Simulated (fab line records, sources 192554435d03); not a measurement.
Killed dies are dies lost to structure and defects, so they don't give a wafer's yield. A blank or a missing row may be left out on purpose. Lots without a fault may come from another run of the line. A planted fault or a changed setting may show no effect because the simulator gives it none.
fab line records | flow n5_finfet
record lots=22 wafers=66 last_day=18
route steps=1938 shown SDB@376 DUMMY_REMOVAL@378 HKMG_FIN@403
lots that met no fault: from a run of the same line without faults
start_h: hours from the record's first day to the start of the lot's first wafer shown | wait_h: hours since the lot's step before | " the same as in the row above | L1.1+2: a row that stands for several wafers | - no value, or no start given | * or withheld: withheld | < > ~ a bound
route shown NAME@n: a module of which the file shows steps, and the number in the route of the first | usual: mean/standard deviation of fault-free wafers | same: alike in all rows | chamber/n: place in a boat | sites: the reading at each site | _std_site: their standard deviation | _edge_site: outer sites' mean less inner sites' | radius_mm: how far each site lies from the wafer's centre | mask NAME#n: copy n | behind: the tool/chamber that last shaped the wafer | hold: why the lot was held/for how many hours/how that ended | device: the transistor (n, p or np) that didn't switch | end of line: the same wafers' tests at the end of the route | a step without rows: its recipe alone | killed: dies lost to structure and defects at the first sort, not the wafer's yield | map: a wafer's dies, x killed, . not, _ none there
set.NAME: the setting as run; set.NAME@STEP: as run at that earlier step | model.NAME: the simulator's own value behind a step, which no gauge read
steps of the route over a sample of lots; a table a step, a row a wafer
services: from which hour (start_h, from the record's first day; less than 0 if before it) a tool's chamber was out of use, for how many hours, and why
## steps
# step N5_SDB_INSPECT_36
# recipe inspect_instrument=darkfield mode=post_cmp
# usual raw_defect_count=40/15
# columns lot.wafer tool chamber start_h wait_h raw_defect_count
L074.3 defect_inspect-01 - 68.51 0.0 40
L074.4 " - " " 32
L074.6 " - " " 34
L075.1 defect_inspect-02 - 78.32 0.0 43
L075.3 " - " " 63
L075.5 " - " " 37
L077.3 defect_inspect-01 - 87.60 0.0 48
L077.4 " - " " 20
L077.6 " - " " 40
L078.2 defect_inspect-02 - 98.09 0.0 28
L078.3 " - " " 21
L078.6 " - " " 37
L079.1 defect_inspect-01 - 100.48 0.0 70
L079.4 " - " " 46
L079.6 " - " " 50
L080.4 defect_inspect-02 - 109.97 0.0 42
L080.5 " - " " 73
L080.6 " - " " 18
L081.3 defect_inspect-02 - 117.92 0.0 45
L081.5 " - " " 45
L081.6 " - " " 54
L082.2 defect_inspect-01 - 118.02 0.0 27
L082.4 " - " " 47
L082.5 " - " " 52
L083.1 defect_inspect-01 - 128.43 0.0 33
L083.4 " - " " 16
L083.6 " - " " 22
L084.1 defect_inspect-01 - 137.05 0.0 38
L084.4 " - " " 36
L084.6 " - " " 73
L085.1 defect_inspect-01 - 139.18 0.0 37
L085.2 " - " " 35
L085.3 " - " " 42
L086.2 defect_inspect-02 - 144.92 0.0 36
L086.3 " - " " 63
L086.4 " - " " 52
L087.1 defect_inspect-02 - 150.28 0.0 50
L087.3 " - " " 90
L087.5 " - " " 69
L088.1 defect_inspect-02 - 158.60 0.0 40
L088.4 " - " " 37
L088.5 " - " " 38
L089.1 defect_inspect-01 - 163.24 0.0 55
L089.5 " - " " 40
L089.6 " - " " 23
L090.1 defect_inspect-01 - 169.84 0.0 72
L090.3 " - " " 18
L090.6 " - " " 19
L091.1 defect_inspect-02 - 172.45 0.0 45
L091.2 " - " " 57
L091.4 " - " " 40
L092.1 defect_inspect-01 - 181.05 0.0 36
L092.2 " - " " 51
L092.3 " - " " 33
L093.1 defect_inspect-01 - 185.75 0.0 34
L093.3 " - " " 30
L093.4 " - " " 39
L095.2 defect_inspect-01 - 198.85 0.0 37
L095.5 " - " " 37
L095.6 " - " " 24
L096.3 defect_inspect-02 - 202.29 0.0 41
L096.5 " - " " 21
L096.6 " - " " 25
L097.2 defect_inspect-01 - 213.08 0.0 16
L097.3 " - " " 19
L097.5 " - " " 40
# step N5_DUMMY_REMOVAL_STRIP_10
# recipe chemistry=N2/H2 time_s=40 power_w=100 temp_c=40 pressure_mtorr=100 rf_frequency_hz=6e+07 bias_power_w=3 n2_flow_sccm=300 h2_flow_sccm=300
# usual bias_power_w=3.001/0.0089 drypump_motor_current_A=5.6/0.43 oes_product_au=0.80/0.087 rf_vpp_V=45.2/0.92 showerhead_plenum_p_Torr=3.36/0.082 throttle_valve_pct=12.28/0.28
# same time_s=40
# columns lot.wafer tool chamber start_h wait_h bias_power_w drypump_motor_current_A oes_product_au rf_hours_counter_h rf_vpp_V showerhead_plenum_p_Torr throttle_valve_pct
L074.3 rie_diel-04 1 68.58 0.0 2.999 5.3 0.75 169 46.3 3.35 12.19
L074.4 " 3 " " 2.995 5.1 0.93 10 44.7 3.32 11.99
L074.6 " 2 " " 3.004 5.7 0.72 - 45.4 3.24 12.75
L075.1 rie_diel-06 1 78.39 0.0 3.017 5.7 0.78 142 44.9 3.38 12.35
L075.3 " 3 " " 2.998 6.2 0.95 10 44.5 3.46 11.95
L075.5 " 0 " " 2.996 5.2 0.87 - 45.4 3.28 11.84
L077.3 rie_diel-06 2 87.66 0.0 2.998 6.1 0.71 192 45.0 3.34 12.39
L077.4 " 3 " " 2.988 6.2 0.94 12 44.9 3.46 11.97
L077.6 " 0 " " 3.018 5.2 0.87 - 45.5 3.28 11.85
L078.2 rie_diel-04 0 98.16 0.0 3.019 5.9 0.74 160 46.2 3.40 12.57
L078.3 " 3 " " 3.007 5.1 0.91 18 45.3 3.32 12.01
L078.6 " 3 " " 2.998 5.2 0.91 - 45.1 3.32 11.99
L079.1 rie_diel-03 0 100.55 0.0 2.991 5.1 0.74 171 46.1 3.39 12.38
L079.4 " 0 " " 2.996 5.1 0.75 - 46.1 3.39 12.37
L079.6 " 3 " " 2.997 6.4 0.95 - 44.4 3.49 12.51
L080.4 rie_diel-04 3 110.03 0.0 2.992 5.1 0.90 21 45.2 3.31 12.03
L080.5 " 1 " " 3.004 5.2 0.74 - 45.1 3.35 12.21
L080.6 " 2 " " 2.987 5.7 0.71 - 46.1 3.24 12.78
L081.3 rie_diel-06 3 118.02 0.0 3.015 6.2 0.93 20 45.0 3.45 11.98
L081.5 " 0 " " 3.006 5.2 0.86 - 45.4 3.27 11.87
L081.6 " 3 " " 2.999 6.2 0.93 - 45.6 3.45 11.99
L082.2 rie_diel-06 0 118.12 0.0 3.008 5.2 0.85 51 45.3 3.27 11.88
L082.4 " 2 " " 2.994 6.0 0.71 200 44.6 3.34 12.37
L082.5 " 0 " " 2.991 5.2 0.87 - 44.6 3.27 11.88
L083.1 rie_diel-06 0 128.50 0.0 3.016 5.2 0.84 54 44.7 3.27 11.87
L083.4 " 2 " " 3.007 6.0 0.71 203 43.7 3.34 12.41
L083.6 " 3 " " 3.008 6.2 0.92 - 44.8 3.45 11.99
L084.1 rie_diel-04 0 137.15 0.0 3.010 5.9 0.73 172 44.7 3.39 12.59
L084.4 " 2 " " 3.004 5.7 0.71 217 43.7 3.23 12.80
L084.6 " 0 " " 3.005 5.9 0.74 - 43.6 3.39 12.60
L085.1 rie_diel-06 1 139.25 0.0 3.014 5.7 0.77 160 47.2 3.37 12.39
L085.2 " 0 " " 2.999 5.2 0.84 58 44.5 3.27 11.89
L085.3 " 2 " " 2.997 6.1 0.71 207 44.5 3.34 12.41
L086.2 rie_diel-04 3 145.25 0.0 2.996 5.1 0.89 32 45.2 3.31 12.04
L086.3 " 1 " " 3.000 5.3 0.73 193 46.9 3.34 12.24
L086.4 " 2 " " 3.009 5.7 0.71 220 44.1 3.23 12.81
L087.1 rie_diel-03 2 150.35 0.0 2.987 5.3 0.66 247 44.8 3.35 12.36
L087.3 " 0 " " 3.008 5.1 0.74 185 45.0 3.38 12.41
L087.5 " 1 " " 2.997 5.4 0.94 - 46.8 3.57 12.07
L088.1 rie_diel-03 1 158.78 0.0 2.990 5.3 0.92 11 45.9 3.57 12.08
L088.4 " 2 " " 3.006 5.3 0.67 250 43.9 3.35 12.37
L088.5 " 2 " " 2.989 5.3 0.66 - 44.7 3.35 12.38
L089.1 rie_diel-06 0 163.31 0.0 2.998 5.2 0.84 65 45.8 3.26 11.90
L089.5 " 3 " " 3.000 6.2 0.90 - 47.7 3.45 12.00
L089.6 " 2 " " 3.000 6.1 0.70 - 45.9 3.33 12.43
L090.1 rie_diel-06 1 169.91 0.0 3.011 5.7 0.77 168 45.0 3.37 12.43
L090.3 " 0 " " 3.001 5.2 0.84 66 44.8 3.26 11.92
L090.6 " 1 " " 3.013 5.7 0.76 - 46.8 3.37 12.40
L091.1 rie_diel-04 2 172.58 0.0 3.001 5.7 0.70 228 44.4 3.23 12.85
L091.2 " 1 " " 3.013 5.3 0.71 203 43.6 3.34 12.27
L091.4 " 0 " " 2.991 5.9 0.72 184 44.9 3.38 12.61
L092.1 rie_diel-06 0 181.13 0.0 3.012 5.2 0.83 70 43.2 3.26 11.92
L092.2 " 3 " " 2.983 6.2 0.89 34 45.2 3.44 12.03
L092.3 " 2 " " 3.012 6.1 0.70 218 45.8 3.33 12.45
L093.1 rie_diel-06 3 185.82 0.0 2.988 6.2 0.88 35 43.6 3.44 12.03
L093.3 " 2 " " 2.991 6.1 0.69 220 45.8 3.33 12.43
L093.4 " 0 " " 2.989 5.2 0.82 71 44.3 3.26 11.93
L095.2 rie_diel-03 0 198.93 0.0 2.998 5.1 0.72 203 45.4 3.37 12.45
L095.5 " 0 " " 3.001 5.1 0.72 - 46.2 3.37 12.46
L095.6 " 1 " " 3.006 5.4 0.89 - 45.7 3.56 12.10
L096.3 rie_diel-03 0 202.74 0.0 3.010 5.1 0.72 205 45.0 3.37 12.46
L096.5 " 3 " " 3.019 6.4 0.88 - 45.5 3.47 12.60
L096.6 " 0 " " 3.011 5.1 0.71 - 45.8 3.37 12.47
L097.2 rie_diel-06 1 213.14 0.0 2.993 5.7 0.75 184 45.1 3.36 12.46
L097.3 " 3 " " 3.004 6.2 0.87 44 45.7 3.44 12.04
L097.5 " 2 " " 2.977 6.0 0.69 - 43.7 3.32 12.47
# step N5_HKMG_FIN_ETCH_55
# recipe chemistry=N2/H2 target=SOC target_depth_a=2400 temp_c=40 time_s=300 ion_energy_ev=200 mask_material=SiARC pressure_mtorr=30 source_w=840 bias_w=150 n2_flow_sccm=200 h2_flow_sccm=200
# usual drypump_motor_current_A=5.8/0.42 oes_product_au=0.75/0.061 rf_vpp_V=523.8/2.4 showerhead_plenum_p_Torr=2.54/0.074 throttle_valve_pct=18.04/0.23
# same time_s=300
# columns lot.wafer tool chamber start_h wait_h drypump_motor_current_A oes_product_au rf_hours_counter_h rf_vpp_V showerhead_plenum_p_Torr throttle_valve_pct
L074.3 rie_diel-02 0 70.22 0.0 5.3 0.76 152 524.8 2.56 18.31
L074.4 " 1 " " 5.9 0.75 100 521.4 2.49 18.02
L074.6 " 1 " " 5.9 0.76 - 521.9 2.49 18.02
L075.1 rie_diel-02 1 80.07 0.0 5.8 0.76 105 521.6 2.49 18.02
L075.3 " 2 " " 5.8 0.81 64 524.2 2.60 17.87
L075.5 " 0 " " 5.3 0.77 - 523.8 2.55 18.31
L077.3 rie_diel-05 2 89.31 0.0 5.9 0.75 173 523.0 2.51 17.54
L077.4 " 3 " " 5.6 0.70 201 525.6 2.63 17.73
L077.6 " 1 " " 4.8 0.70 - 526.7 2.63 18.28
L078.2 rie_diel-01 0 99.94 0.0 6.3 0.69 209 519.9 2.42 18.21
L078.3 " 3 " " 5.8 0.78 143 523.7 2.55 17.87
L078.6 " 1 " " 6.5 0.72 - 527.7 2.64 17.76
L079.1 rie_diel-05 2 102.40 0.0 5.9 0.74 178 525.0 2.51 17.53
L079.4 " 0 " " 6.4 0.76 137 519.5 2.46 17.92
L079.6 " 3 " " 5.6 0.69 - 528.1 2.63 17.75
L080.4 rie_diel-01 3 112.07 0.0 5.7 0.78 147 524.8 2.54 17.86
L080.5 " 2 " " 5.7 0.78 - 526.6 2.65 18.23
L080.6 " 3 " " 5.8 0.77 - 524.9 2.55 17.88
L081.3 rie_diel-01 3 119.55 0.0 5.7 0.77 150 525.4 2.54 17.87
L081.5 " 2 " " 5.7 0.78 - 525.9 2.65 18.23
L081.6 " 3 " " 5.8 0.77 - 525.6 2.54 17.87
L082.2 rie_diel-02 0 120.21 0.0 5.3 0.75 170 523.0 2.55 18.33
L082.4 " 3 " " 5.9 0.97 8 524.4 2.51 17.92
L082.5 " 0 " " 5.3 0.75 - 524.4 2.55 18.34
L083.1 rie_diel-01 0 130.50 0.0 6.3 0.70 222 520.1 2.42 18.25
L083.4 " 2 " " 5.7 0.78 157 526.5 2.65 18.23
L083.6 " 0 " " 6.3 0.70 - 519.3 2.42 18.24
L084.1 rie_diel-01 2 139.36 0.0 5.7 0.77 159 526.8 2.65 18.23
L084.4 " 0 " " 6.3 0.69 - 519.2 2.41 18.24
L084.6 " 3 " " 5.8 0.76 - 523.8 2.54 17.89
L085.1 rie_diel-02 3 141.45 0.0 5.9 0.94 16 522.4 2.51 17.92
L085.2 " 0 " " 5.3 0.74 177 522.4 2.54 18.34
L085.3 " 2 " " 5.8 0.80 85 523.1 2.59 17.92
L086.2 rie_diel-01 3 147.22 0.0 5.8 0.76 160 525.4 2.54 17.90
L086.3 " 2 " " 5.7 0.76 163 528.3 2.65 18.23
L086.4 " 0 " " 6.3 0.69 - 518.5 2.41 18.24
L087.1 rie_diel-02 0 152.71 0.0 5.3 0.74 182 523.1 2.54 18.37
L087.3 " 1 " " 5.9 0.74 129 521.0 2.48 18.08
L087.5 " 1 " " 5.9 0.74 - 521.6 2.48 18.06
L088.1 rie_diel-01 2 160.90 0.0 5.7 0.77 168 527.5 2.65 18.25
L088.4 " 3 " " 5.8 0.76 166 522.4 2.54 17.91
L088.5 " 2 " " 5.7 0.76 - 527.0 2.65 18.26
L089.1 rie_diel-05 0 165.02 0.0 6.4 0.72 159 521.0 2.45 17.93
L089.5 " 1 " " 4.7 0.68 - 525.5 2.62 18.32
L089.6 " 0 " " 6.4 0.73 - 520.1 2.45 17.90
L090.1 rie_diel-05 0 171.77 0.0 6.4 0.73 161 521.9 2.45 17.93
L090.3 " 2 " " 5.9 0.73 201 524.5 2.50 17.60
L090.6 " 3 " " 5.6 0.68 - 527.3 2.62 17.78
L091.1 rie_diel-02 2 174.10 0.0 5.8 0.78 96 524.0 2.58 17.93
L091.2 " 3 " " 5.9 0.90 27 522.4 2.50 17.96
L091.4 " 0 " " 5.3 0.74 189 521.7 2.54 18.37
L092.1 rie_diel-02 3 182.90 0.0 5.9 0.90 30 522.9 2.50 17.96
L092.2 " 2 " " 5.7 0.78 98 525.7 2.58 17.92
L092.3 " 0 " " 5.3 0.73 193 525.9 2.54 18.38
L093.1 rie_diel-01 0 187.58 0.0 6.3 0.68 244 520.8 2.41 18.26
L093.3 " 2 " " 5.7 0.75 178 526.3 2.64 18.28
L093.4 " 0 " " 6.3 0.68 - 519.8 2.41 18.27
L095.2 rie_diel-02 3 200.46 0.0 5.9 0.90 36 523.8 2.50 17.99
L095.5 " 3 " " 5.9 0.90 - 522.4 2.50 17.96
L095.6 " 2 " " 5.7 0.77 - 525.1 2.58 17.93
L096.3 rie_diel-02 2 204.26 0.0 5.7 0.77 105 524.1 2.58 17.94
L096.5 " 1 " " 5.9 0.72 - 521.7 2.47 18.11
L096.6 " 2 " " 5.7 0.77 - 523.8 2.58 17.94
L097.2 rie_diel-05 2 214.79 0.0 5.9 0.71 216 521.5 2.49 17.61
L097.3 " 3 " " 5.6 0.68 241 525.3 2.61 17.80
L097.5 " 2 " " 5.9 0.71 - 524.5 2.49 17.61
# step N5_HKMG_FIN_ETCH_67
# recipe chemistry=N2/H2 target=SOC target_depth_a=3889 stop_on=TiN ion_energy_ev=100 bias_w=61 pressure_mtorr=30 source_w=850 n2_flow_sccm=200 h2_flow_sccm=200
# usual drypump_motor_current_A=5.8/0.47 oes_product_au=0.74/0.065 rf_vpp_V=240.6/1.3 showerhead_plenum_p_Torr=2.54/0.078 throttle_valve_pct=17.97/0.25
# columns lot.wafer tool chamber start_h wait_h drypump_motor_current_A oes_product_au rf_hours_counter_h rf_vpp_V showerhead_plenum_p_Torr throttle_valve_pct
L074.3 rie_diel-05 2 75.99 - 5.8 0.73 168 241.5 2.51 17.51
L074.4 " 0 " " 6.4 0.77 129 239.6 2.47 17.85
L074.6 " 0 " " 6.4 0.76 - 240.3 2.47 17.87
L075.1 rie_diel-01 1 85.63 - 6.5 0.70 224 242.0 2.65 17.73
L075.3 " 0 " " 6.3 0.71 205 238.5 2.42 18.19
L075.5 " 2 " " 5.7 0.79 - 239.9 2.66 18.18
L077.3 rie_diel-02 1 94.97 - 5.8 0.75 110 240.3 2.49 18.00
L077.4 " 0 " " 5.3 0.74 162 240.4 2.55 18.29
L077.6 " 2 " " 5.8 0.81 - 241.9 2.59 17.85
L078.2 rie_diel-01 3 106.51 - 5.8 0.78 145 241.7 2.55 17.84
L078.3 " 0 " " 6.3 0.70 211 239.3 2.42 18.21
L078.6 " 1 " " 6.5 0.70 - 242.5 2.64 17.73
L079.1 rie_diel-05 1 108.62 - 4.8 0.70 183 240.4 2.63 18.25
L079.4 " 2 " " 5.9 0.72 181 238.9 2.50 17.54
L079.6 " 1 " " 4.8 0.71 - 241.9 2.63 18.26
L080.4 rie_diel-01 3 117.79 - 5.7 0.77 150 240.6 2.54 17.85
L080.5 " 2 " " 5.7 0.78 - 242.2 2.65 18.18
L080.6 " 3 " " 5.7 0.77 - 240.8 2.54 17.85
L081.3 rie_diel-02 0 125.32 - 5.3 0.74 172 241.0 2.55 18.31
L081.5 " 2 " " 5.8 0.80 - 241.1 2.59 17.87
L081.6 " 3 " " 5.9 0.93 - 240.2 2.51 17.89
L082.2 rie_diel-01 1 125.92 - 6.5 0.70 238 242.8 2.64 17.75
L082.4 " 2 " " 5.7 0.77 - 241.7 2.65 18.21
L082.5 " 1 " " 6.5 0.69 - 241.7 2.64 17.76
L083.1 rie_diel-02 3 136.10 - 5.9 0.93 14 239.3 2.51 17.90
L083.4 " 2 " " 5.8 0.80 83 241.0 2.59 17.87
L083.6 " 0 " " 5.3 0.74 - 240.5 2.55 18.32
L084.1 rie_diel-05 3 145.22 - 5.7 0.68 215 242.3 2.62 17.74
L084.4 " 2 " " 5.8 0.72 192 240.3 2.50 17.56
L084.6 " 3 " " 5.6 0.68 - 242.1 2.62 17.74
L085.1 rie_diel-05 3 147.17 - 5.6 0.69 217 242.1 2.62 17.74
L085.2 " 0 " " 6.4 0.74 152 238.8 2.46 17.91
L085.3 " 1 " " 4.8 0.69 195 243.1 2.62 18.29
L086.2 rie_diel-05 3 153.16 - 5.6 0.69 219 241.3 2.62 17.74
L086.3 " 2 " " 5.9 0.72 195 239.2 2.50 17.55
L086.4 " 0 " " 6.4 0.73 154 238.8 2.45 17.90
L087.1 rie_diel-05 0 158.43 - 6.4 0.74 157 239.4 2.45 17.92
L087.3 " 3 " " 5.6 0.69 221 241.3 2.62 17.75
L087.5 " 1 " " 4.7 0.69 - 241.6 2.62 18.28
L088.1 rie_diel-01 2 166.71 - 5.7 0.76 170 242.8 2.65 18.23
L088.4 " 0 " " 6.3 0.69 235 239.6 2.41 18.23
L088.5 " 1 " " 6.5 0.68 - 242.5 2.64 17.78
L089.1 rie_diel-05 0 170.73 - 6.4 0.72 161 238.2 2.45 17.93
L089.5 " 1 " " 4.7 0.68 - 242.7 2.62 18.30
L089.6 " 2 " " 5.9 0.71 - 242.4 2.50 17.56
L090.1 rie_diel-01 3 177.98 - 5.8 0.75 171 239.6 2.54 17.89
L090.3 " 0 " " 6.2 0.69 239 238.9 2.41 18.26
L090.6 " 3 " " 5.7 0.75 - 239.7 2.53 17.88
L091.1 rie_diel-05 0 179.90 - 6.4 0.72 164 239.1 2.45 17.93
L091.2 " 3 " " 5.7 0.68 228 241.8 2.62 17.77
L091.4 " 2 " " 5.9 0.71 204 240.9 2.49 17.56
L092.1 rie_diel-02 3 188.57 - 5.9 0.89 32 239.3 2.50 17.95
L092.2 " 2 " " 5.8 0.78 100 240.2 2.58 17.90
L092.3 " 1 " " 5.9 0.73 142 239.3 2.47 18.05
L093.1 rie_diel-02 0 193.25 - 5.2 0.72 197 241.0 2.54 18.36
L093.3 " 2 " " 5.8 0.77 102 242.6 2.58 17.90
L093.4 " 3 " " 5.9 0.89 34 239.0 2.50 17.94
L095.2 rie_diel-02 1 206.26 - 5.9 0.73 147 240.1 2.47 18.06
L095.5 " 3 " " 6.0 0.87 - 241.6 2.50 17.95
L095.6 " 1 " " 5.9 0.72 - 239.9 2.47 18.08
L096.3 rie_diel-02 3 210.48 - 5.9 0.87 41 240.0 2.50 17.96
L096.5 " 0 " " 5.3 0.72 - 239.7 2.53 18.36
L096.6 " 3 " " 5.9 0.87 - 239.9 2.50 17.96
L097.2 rie_diel-05 2 220.58 - 5.9 0.70 218 241.0 2.49 17.60
L097.3 " 3 " " 5.6 0.67 244 241.2 2.61 17.79
L097.5 " 0 " " 6.4 0.73 - 239.2 2.45 17.94
# step N5_HKMG_FIN_ALD_72
# recipe material=W target_thk_a=20 temp_c=300 pressure_torr=7.5 ald_precursor_family=WF6 ald_co_reactant=B2H6 pulse_time_s=1 purge_time_s=2 co_reactant_purge_time_s=2 co_reactant_pulse_time_s=3 ald_cycles=7
# usual chamber_pressure_Torr=7.499/0.017 heater_power_w=485/54 precursor_pulse_height_rel=1.002/0.018
# same purge_time_s=2
# columns lot.wafer tool chamber start_h wait_h chamber_pressure_Torr heater_power_w precursor_pulse_height_rel
L074.3 cvd_w-01 0 77.12 0.2 7.487 428 1.038
L074.4 " 1 " " 7.492 567 1.022
L074.6 " 1 " " 7.488 553 0.978
L075.1 cvd_w-02 0 86.73 0.2 7.497 478 1.033
L075.3 " 1 " " 7.514 453 0.998
L075.5 " 0 " " 7.489 485 0.972
L077.3 cvd_w-02 0 96.10 0.2 7.500 472 1.000
L077.4 " 1 " " 7.488 442 1.014
L077.6 " 0 " " 7.504 485 1.023
L078.2 cvd_w-02 0 107.62 0.2 7.480 487 0.991
L078.3 " 1 " " 7.495 452 1.040
L078.6 " 0 " " 7.487 486 1.005
L079.1 cvd_w-01 1 109.73 0.2 7.475 566 1.017
L079.4 " 0 " " 7.513 425 1.018
L079.6 " 0 " " 7.498 422 1.014
L080.4 cvd_w-02 0 118.92 0.2 7.493 488 0.995
L080.5 " 1 " " 7.485 449 0.978
L080.6 " 0 " " 7.492 491 1.004
L081.3 cvd_w-01 0 126.45 0.2 7.498 421 1.030
L081.5 " 0 " " 7.504 424 1.001
L081.6 " 1 " " 7.502 557 1.019
L082.2 cvd_w-01 1 127.03 0.2 7.501 578 1.034
L082.4 " 1 " " 7.514 573 1.019
L082.5 " 0 " " 7.492 430 0.979
L083.1 cvd_w-01 1 137.21 0.2 7.490 562 1.034
L083.4 " 1 " " 7.483 558 1.015
L083.6 " 1 " " 7.489 561 0.969
L084.1 cvd_w-02 1 146.50 0.2 7.490 458 1.001
L084.4 " 1 " " 7.507 458 1.020
L084.6 " 1 " " 7.500 447 1.020
L085.1 cvd_w-02 1 148.28 0.2 7.508 456 0.967
L085.2 " 0 " " 7.494 480 1.015
L085.3 " 1 " " 7.496 443 0.998
L086.2 cvd_w-02 0 154.30 0.2 7.469 499 1.018
L086.3 " 0 " " 7.487 480 0.974
L086.4 " 1 " " 7.497 453 1.003
L087.1 cvd_w-01 0 159.57 0.2 7.499 434 1.005
L087.3 " 0 " " 7.500 427 1.019
L087.5 " 0 " " 7.514 425 1.005
L088.1 cvd_w-01 1 167.81 0.2 7.531 562 0.980
L088.4 " 1 " " 7.477 564 1.012
L088.5 " 0 " " 7.539 429 0.989
L089.1 cvd_w-01 0 171.83 0.2 7.501 442 0.947
L089.5 " 0 " " 7.481 430 0.987
L089.6 " 1 " " 7.498 555 1.037
L090.1 cvd_w-01 0 179.08 0.2 7.536 424 1.014
L090.3 " 0 " " 7.534 431 0.974
L090.6 " 0 " " 7.528 433 0.986
L091.1 cvd_w-01 0 181.01 0.2 7.484 429 1.025
L091.2 " 1 " " 7.508 572 0.988
L091.4 " 0 " " 7.474 434 0.992
L092.1 cvd_w-01 0 189.68 0.2 7.489 430 1.003
L092.2 " 1 " " 7.510 556 0.994
L092.3 " 1 " " 7.549 556 0.997
L093.1 cvd_w-01 0 194.37 0.2 7.515 428 0.995
L093.3 " 0 " " 7.522 425 0.957
L093.4 " 1 " " 7.503 570 1.021
L095.2 cvd_w-02 1 207.41 0.2 7.539 443 0.995
L095.5 " 0 " " 7.485 471 1.007
L095.6 " 1 " " 7.496 459 0.996
L096.3 cvd_w-02 0 211.61 0.2 7.508 483 1.004
L096.5 " 1 " " 7.518 445 0.987
L096.6 " 0 " " 7.521 498 0.996
L097.2 cvd_w-02 1 221.69 0.2 7.481 454 1.000
L097.3 " 1 " " 7.497 444 0.962
L097.5 " 0 " " 7.503 492 0.993
# step N5_HKMG_FIN_CMP_23
# recipe stop_on=SiNx t_overpolish_s=10 post_cmp_clean=rinse_only down_force_psi=4 platen_rpm=50.289 pad_velocity_m_s=1.0006 target_thk_nm=46.326
# usual motor_current_A=12.2/1.5 overpolish_run_s=10.001/0.01 slurry_filter_dp_kPa=13.51/0.14 time_to_endpoint_s=12.4/2.5
# columns lot.wafer tool chamber start_h wait_h motor_current_A overpolish_run_s slurry_filter_dp_kPa time_to_endpoint_s
L074.3 cmp-03 1 77.35 0.1 12.3 10.018 13.38 13.6
L074.4 " 3 " " 11.5 10.005 13.33 13.5
L074.6 " 1 " " 12.0 9.998 13.82 13.4
L075.3 cmp-02 3 86.98 0.1 12.0 9.999 13.58 12.7
L075.1 " 0 " " 12.9 9.998 13.47 10.9
L075.5 " 3 " " 13.2 9.999 13.48 11.4
L077.4 cmp-01 3 96.25 0.0 9.6 9.988 13.60 16.2
L077.3 " 1 " " 13.6 10.012 13.54 13.1
L077.6 " 3 " " 10.5 10.012 13.58 16.6
L078.2 cmp-03 3 107.87 0.1 12.0 9.997 13.41 12.3
L078.3 " 1 " " 11.5 10.011 13.31 11.0
L078.6 " 3 " " 11.7 9.999 13.64 14.0
L079.4 cmp-02 1 109.90 0.0 14.0 9.990 13.51 12.0
L079.1 " 2 " " 11.4 9.998 13.59 5.1
L079.6 " 1 " " 14.3 10.002 13.42 12.1
L080.4 cmp-03 2 119.31 0.3 12.3 9.999 13.62 10.9
L080.6 " 3 " " 12.1 10.005 13.67 14.2
L080.5 " 0 " " 15.0 10.006 13.53 9.6
L081.3 cmp-02 3 126.68 0.1 11.4 9.998 13.44 14.8
L081.6 " 2 " " 12.3 10.024 13.49 7.6
L081.5 " 3 " " 12.2 10.009 13.57 15.8
L082.2 cmp-01 0 127.28 0.1 12.2 10.017 13.62 13.5
L082.4 " 1 " " 12.7 10.014 13.59 13.5
L082.5 " 0 " " 12.6 10.027 13.25 15.5
L083.4 cmp-02 3 137.46 0.1 12.0 10.015 13.27 16.2
L083.1 " 0 " " 13.1 9.992 13.37 13.7
L083.6 " 3 " " 11.9 9.993 13.62 16.8
L084.1 cmp-03 3 146.75 0.1 12.2 10.004 13.72 10.9
L084.4 " 0 " " 14.4 9.998 13.45 10.4
L084.6 " 3 " " 11.5 10.016 13.77 12.6
L085.2 cmp-01 1 148.51 0.0 13.5 10.000 13.61 9.7
L085.1 " 2 " " 9.3 10.004 13.49 9.4
L085.3 " 0 " " 12.9 10.005 13.76 16.0
L086.2 cmp-01 3 154.61 0.2 9.9 9.998 13.54 15.7
L086.4 " 0 " " 12.3 10.002 13.61 13.4
L086.3 " 1 " " 12.9 9.988 13.45 11.3
L087.1 cmp-02 0 159.77 0.0 12.7 10.006 13.45 15.5
L087.3 " 2 " " 11.4 9.996 13.51 13.8
L087.5 " 0 " " 12.9 9.999 13.72 13.2
L088.1 cmp-01 0 168.15 0.1 12.4 10.023 13.60 14.1
L088.4 " 1 " " 13.3 10.018 13.58 11.5
L088.5 " 3 " " 10.2 9.993 13.35 15.3
L089.1 cmp-01 2 172.00 0.0 9.8 10.002 13.47 12.9
L089.6 " 2 " " 9.3 10.002 13.34 11.8
L089.5 " 3 " " 9.9 9.981 13.63 14.1
L090.1 cmp-03 0 179.33 0.1 14.7 9.994 13.66 13.8
L090.3 " 1 " " 11.5 10.000 13.76 13.3
L090.6 " 0 " " 14.9 10.009 13.50 11.6
L091.1 cmp-01 0 181.18 0.0 11.8 10.007 13.60 12.3
L091.4 " 1 " " 12.8 10.003 13.39 9.5
L091.2 " 3 " " 10.0 10.002 13.36 15.1
L092.2 cmp-02 0 189.93 0.1 12.6 9.988 13.45 11.7
L092.1 " 1 " " 14.1 9.988 13.49 15.8
L092.3 " 2 " " 12.5 9.980 13.51 8.7
L093.4 cmp-02 1 194.54 0.0 14.9 10.002 13.38 17.2
L093.3 " 2 " " 12.2 10.004 13.48 9.7
L093.1 " 0 " " 12.2 9.995 13.28 13.7
L095.2 cmp-03 0 207.66 0.1 14.1 9.991 13.64 10.6
L095.5 " 3 " " 11.2 10.001 13.68 10.0
L095.6 " 0 " " 15.2 9.990 13.43 9.9
L096.3 cmp-01 0 212.13 0.2 12.3 10.007 13.35 13.0
L096.5 " 2 " " 9.3 10.001 13.63 7.7
L096.6 " 3 " " 11.0 10.002 13.85 14.7
L097.3 cmp-02 2 221.87 0.0 12.3 9.996 13.36 8.7
L097.2 " 3 " " 11.6 9.995 13.49 12.7
L097.5 " 3 " " 11.3 9.997 13.33 11.1
## services
# columns tool chamber start_h hours kind
cmp-01 - 58.60 0.4 repair
rie_diel-02 - 65.60 2.8 pm
cmp-02 - 68.77 4.0 pm
rie_diel-01 3 70.89 5.6 repair
cvd_w-02 0 72.69 2.4 repair
rie_diel-02 3 72.95 - clean
rie_diel-02 3 72.95 - consumable_replace:focus_ring
rie_diel-02 3 72.95 20.8 scheduled_down
rie_diel-06 - 86.87 0.4 repair
cvd_w-02 - 126.01 14.6 pm
cmp-01 - 129.25 7.7 pm
cmp-03 - 131.93 4.0 pm
rie_diel-05 3 132.65 7.5 repair
rie_diel-06 3 133.56 10.2 repair
rie_diel-01 1 135.00 12.9 repair
cvd_w-01 - 140.61 2.8 pm
rie_diel-03 1 146.18 2.5 repair
rie_diel-03 - 159.37 0.7 repair
rie_diel-04 - 188.17 14.6 pm
rie_diel-02 - 195.71 3.6 repair
cvd_w-02 - 196.03 1.1 repair
rie_diel-05 0 203.48 8.1 repair
rie_diel-02 2 205.00 27.5 repair
cmp-01 - 213.14 15.0 pm
## key
fault none
